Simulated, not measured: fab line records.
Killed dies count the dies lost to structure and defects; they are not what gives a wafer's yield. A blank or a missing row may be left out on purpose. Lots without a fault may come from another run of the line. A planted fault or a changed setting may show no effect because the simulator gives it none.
Code-filled problem report in 8D (eight disciplines) form | flow n5_finfet | the parts of the form that need people (team, actions taken, sign-off) are left out

== 1. WHAT IS WRONG ==
etch_rf_on_time_s at N5_BEOL_M5_ETCH_72 reads a mean of 3.44 s on 3 wafers of 3 lots; wafers without a fault read 5.21 s with a standard deviation of 0.092. Measured from the usual mean, that is -19 standard deviations.
The step: etches underlayer in N2/H2, target depth 6.5 nm, time 5.2 s.
First observed at day 10 19:05: wafer L388.1, on rie_diel-06. At this step, 30 wafers from 11 lots have a number in the record. Rule for "out" (also "out of limits"): further than 4 standard deviations from the usual mean. All remaining wafers that have a number are taken as sound.

== 2. WHAT THIS IS AND IS NOT ==
question                    | is                     | is not
which readings at this step | etch_rf_on_time_s      | drypump_motor_current_A, rf_vpp_V, showerhead_plenum_p_Torr, throttle_valve_pct
which lots                  | L388, L389, L394       | L380, L382, L383, L385, L396, L400, L401, L402
which wafers of those lots  | L388.1, L389.5, L394.1 | L388.3, L389.2, L394.3
read on which tools         | rie_diel-06            | rie_diel-02
when                        | from day 10 19:05      | up to then (13 sound wafers); but 14 sound wafers of L389, L394, L396, L400, L401, L402 came after

== 3. SUSPECTS, AND WHAT RULES EACH OUT ==
Counting: if a tool at a process step up to the reading ran every lot that is out, it stays a suspect. Sound lots after the first of them don't rule it out here, since some wafers of a struck lot are sound.
- rie_diel-06 at N5_BEOL_M5_ETCH_72 (etches underlayer in N2/H2, target depth 6.5 nm, time 5.2 s): kept. It ran every lot that is out, first L388 (day 10 19:05); its last sound lot up to then is L383 (day 9 03:36). Its own etch_rf_on_time_s readings are out on those wafers.
Remaining after the count: rie_diel-06 at N5_BEOL_M5_ETCH_72.

== 4. THE CAUSE (what the simulator had put in) ==
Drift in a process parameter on rie_diel-06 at N5_BEOL_M5_ETCH_72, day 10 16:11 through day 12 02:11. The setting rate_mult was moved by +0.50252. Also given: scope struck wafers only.
After counting, this tool was the only one left.

== 5. THE CHAIN OF EFFECTS, in route order ==
Rows list readings where the struck wafers' mean (over those with a number) sits beyond 3 standard deviations from the usual. Scope: only readings with a usual standard deviation given in the record; hours: median across lots of the time from each lot's start at the first step in this table that gives one to its start at this step; sigmas: change in usual standard deviations.
hours | step               | reading           | usual     | on struck wafers | change | sigmas
0     | N5_BEOL_M5_ETCH_72 | etch_rf_on_time_s | 5.21 s    | 3.44             | -1.77  | -19
0     | N5_BEOL_M5_ETCH_72 | oes_product_au    | 0.66 a.u. | 0.89             | +0.23  | +3.1
It contains these process steps:
- N5_BEOL_M5_ETCH_72: etches underlayer in N2/H2, target depth 6.5 nm, time 5.2 s.

== 6. WHAT WOULD HAVE CAUGHT IT SOONER ==
In this record the first reading out of limits was taken at day 10 19:05, 3 hours after the fault began at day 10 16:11.
